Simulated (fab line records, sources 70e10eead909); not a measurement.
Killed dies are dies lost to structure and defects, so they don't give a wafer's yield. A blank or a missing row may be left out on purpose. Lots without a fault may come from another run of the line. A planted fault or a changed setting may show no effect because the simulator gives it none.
A struck lot beside a sound one | flow nand_harc | 14 steps out of a route of 1302
Sound: wafers L388.1, L388.4, L388.6. Struck: wafers L379.1, L379.3, L379.6. The cause comes at the end.
At each step with rows: each side's tool, then ch and its chambers, then its first start. Under that, the readings that differ: sound wafers | struck wafers | difference of the means | sigmas: that difference in standard deviations of wafers without a fault.
alike: readings whose means differ by less than 2 such deviations, and words and numbers that are the same on both sides. not compared: withheld readings, readings that some wafer has no value for, bounds like >300 that may hide the same value, and numbers for which the record gives no deviation and whose values overlap.
The two part at a step that has a row with sigmas, a row that says differs or no value, or rows on one side only. Numbers that don't overlap but have no deviation are shown without sigmas and don't part them. A reading that every wafer of one side lacks parts them only if that side has two wafers or more.

NHARC_P_GATE_ALD_36: deposits SiNx, target thk 20 nm, pulse time 60 s, ald cycles 223.
  sound on ald_sin-04 ch 1,3, day 14 07:04; struck on ald_sin-01 ch 0,1,2, day 10 11:03
  alike: heater_power_outer_w, heater_power_w, precursor_pulse_height_rel
NHARC_P_GATE_ETCHBACK_37: etches the open film in CHF3/O2, target depth 34.5 nm, time 17.2 s.
  sound on rie_diel-04 ch 2,3; struck on rie_diel-07 ch 0,2,3
  alike: drypump_motor_current_A, o2_flow_sccm, oes_product_au, rf_vpp_V, showerhead_plenum_p_Torr, throttle_valve_pct
  not compared: rf_hours_counter_h
NHARC_P_GATE_STRIP_101: strips in O2, time 20 s.
  sound on rie_diel-04 ch 0,1,3, day 14 15:40; struck on rie_diel-07 ch 2,3, day 10 19:35
  alike: drypump_motor_current_A, o2_flow_sccm, oes_product_au, rf_vpp_V, showerhead_plenum_p_Torr, throttle_valve_pct
  not compared: rf_hours_counter_h
then, 9 steps without rows for these wafers: NHARC_P_GATE_PRECLEAN_97 (cleans in SPM, time 600 s); NHARC_P_GATE_SRD_98; NHARC_P_GATE_PRECLEAN_99 (cleans in SC1); NHARC_P_GATE_SRD_100; NHARC_P_GATE_DEHYDRATE_38 (time 120 s); NHARC_P_GATE_HMDS_39 (time 30 s); NHARC_P_GATE_COAT_40; NHARC_P_GATE_SOFTBAKE_41 (time 95 s); NHARC_P_GATE_EBR_42.
NHARC_P_GATE_EXPOSE_43: exposes mask P NSD, target cd 720 nm.
  sound on krf_scanner-02 ch 0, day 14 16:17; struck on krf_scanner-04, day 10 20:25
  no value came back on the struck wafers for exposure_dose_mJ_cm2, focus_offset_nm (nm); on the sound wafers exposure_dose_mJ_cm2 reads 14.792 14.814 14.811
  alike: mask
then, 1 step without rows for these wafers: NHARC_P_GATE_PEB_44 (peb time 85 s).

WHERE THEY PART
Only at NHARC_P_GATE_EXPOSE_43, within this record.

WHY: what the simulator had put in
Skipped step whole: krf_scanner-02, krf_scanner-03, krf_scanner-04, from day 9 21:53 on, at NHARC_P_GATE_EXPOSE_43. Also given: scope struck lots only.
